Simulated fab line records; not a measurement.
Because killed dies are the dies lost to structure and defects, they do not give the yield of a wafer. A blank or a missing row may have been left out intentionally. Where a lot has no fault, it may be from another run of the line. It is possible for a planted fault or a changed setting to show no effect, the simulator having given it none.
Split-lot study	flow n5-finfet	route with 1938 steps; 7 lots, 21 wafers read

## THE SPLIT ITSELF
At N5_BEOL_M13_TRENCH_ETCH_34 (etches SiOC in C4F8/O2/Ar, target depth 413.47 nm, time 162.6 s), the setting time-s was moved away from the recipe's 162.6 s on 7 of the 21 wafers read, by -22.3% to +21.9%. The other wafers ran this setting at the recipe's value.

## FROM THE SPLIT TO THE READING: what the file shows between them, 10 steps
- N5_BEOL_M13_STRIP_70: strips in C4F8/O2/Ar
- N5_BEOL_M13_OCD_MEAS_35
- N5_BEOL_M13_STRIP_37: strips in N2/H2
- N5_BEOL_M13_ETCH_38: etches SiCN in CF4/N2, target depth 67.5 nm, time 71.9 s
- N5_BEOL_M13_ECD_47: material Cu, target thk 936 nm
- N5_BEOL_M13_ANNEAL_48: time 90 s
- N5_BEOL_M13_CMP_49: polishes, stops on SiOC, t overpolish 17.1 s, target thk 420 nm
- N5_BEOL_M13_THK_MEAS_50: measures by xrf
- N5_BEOL_M13_PRE_CLEAN_52: time 15 s
- N5_BEOL_M13_DEP_53: deposits SiCN from 3MS/NH3, target thk 50 nm, time 17.8 s

## THE READING
M13_RS, in ohm/sq, at N5_BEOL_M13_RS_MEAS_54 (measures by four-point-probe). On this fab line, fault-free wafers typically give 0.0449 ohm/sq with a standard deviation of 0.00074 ohm/sq.

wafer	tool, chamber at the split	time-s as run, s	against the recipe	M13_RS, ohm/sq	against lot-mates on the recipe
L074.1	rie-diel-04, 3	162.6	recipe	0.0451	-
L074.2	rie-diel-04, 1	162.6	recipe	0.0437	-
L074.5	rie-diel-04, 0	162.6	recipe	0.0459	-
L075.1	rie-diel-04, 0	162.6	recipe	0.0454	-
L075.2	rie-diel-04, 2	162.6	recipe	0.0444	-
L075.3	rie-diel-04, 1	162.6	recipe	0.0441	-
L077.1	rie-diel-04, 0	162.6	recipe	0.0450	-
L077.3	rie-diel-04, 3	187.4	+15.3%	0.0393	-0.0050
L077.5	rie-diel-04, 1	162.6	recipe	0.0436	-
L080.1	rie-diel-06, 3	162.6	recipe	0.0445	-
L080.2	rie-diel-06, 0	198.2	+21.9%	0.0361	-0.0084
L080.6	rie-diel-06, 0	198.2	+21.9%	0.0361	-0.0084
L088.1	rie-diel-02, 2	162.6	recipe	0.0450	-
L088.2	rie-diel-02, 0	126.3	-22.3%	0.0588	+0.0134
L088.4	rie-diel-02, 0	162.6	recipe	0.0458	-
L092.1	rie-diel-06, 1	142.2	-12.5%	0.0511	+0.0054
L092.2	rie-diel-06, 3	162.6	recipe	0.0461	-
L092.3	rie-diel-06, 0	162.6	recipe	0.0454	-
L093.1	rie-diel-02, 0	162.6	recipe	0.0458	-
L093.2	rie-diel-02, 1	197.1	+21.2%	0.0364	-0.0094
L093.5	rie-diel-02, 2	197.1	+21.2%	0.0374	-0.0084

THE FIT
A straight line over all 21 wafers: M13_RS changes by -0.00045 ohm/sq for each +1% of time-s; r = -0.98; the points scatter about the line by 0.0012 ohm/sq.
The same after taking each lot's own level away (the mean of its wafers on the recipe; 21 wafers): -0.000442 ohm/sq for each +1%; r = -0.98; scatter 0.0011 ohm/sq.
According to that fit, moving time-s by its largest amount changes the reading by 0.0099 ohm/sq.
From 0.04430 to 0.04580 ohm/sq: that is the span of the lots' own levels, equal to 2.0 times the standard deviation above.
The two slopes agree, so the slope changes little with the lot-to-lot level.
Check: +0.00893 ohm/sq against its lot-mates is what the line predicts for one of the wafers moved furthest among these (-22.3%) when that wafer is left out of the fit. It came out at +0.0134 ohm/sq against them.

## FURTHER SPLITS ON THESE WAFERS
Before the reading, these wafers also passed through other splits. Each is held against what the fit with the lots' levels taken away leaves over:
other split on the same wafers	wafers away from the commonest value	r with M13_RS (lot level and that fit taken away)
N5_BEOL_M11_ILD_DEP_00 time-s	3	+0.01
N5_BEOL_M11_VIA_ETCH_34 time-s	6	+0.06
N5_BEOL_M11_TRENCH_ETCH_37 source-w	4	+0.45
N5_BEOL_M12_SPUTTER_44 time-s	5	-0.31
N5_BEOL_M12_DEP_53 time-s	7	+0.21
N5_BEOL_M13_ETCH_68 time-s	7	+0.12

## THE WHOLE CHAIN: every reading that the file lists as answering this split, in the file's order
step	what it does	reading	change (the file's fit)	r (the file's)
N5_BEOL_M13_TRENCH_ETCH_34	etches SiOC in C4F8/O2/Ar, target depth 413.47 nm, time 162.6 s	etch.depth-nm (the simulator's own value, which no gauge read)	+4.17 nm for each +1% of the setting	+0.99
N5_BEOL_M13_OCD_MEAS_35		trench-depth-nm	+4.17 nm for each +1% of the setting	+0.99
N5_BEOL_M13_CMP_49	polishes, stops on SiOC, t overpolish 17.1 s, target thk 420 nm	Cu_of_BEOL_M13_ECD_47.thk-nm (the simulator's own value, which no gauge read)	+4.14 nm for each +1% of the setting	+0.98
N5_BEOL_M13_THK_MEAS_50	measures by xrf	M13_THK	+4.09 for each +1% of the setting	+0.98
N5_BEOL_M13_RS_MEAS_54	measures by four-point-probe	M13_RS	-0.000448 for each +1% of the setting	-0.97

## FILE'S OWN FIT
M13_RS changes by -0.000448 ohm/sq for each +1% of time-s, r = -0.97.
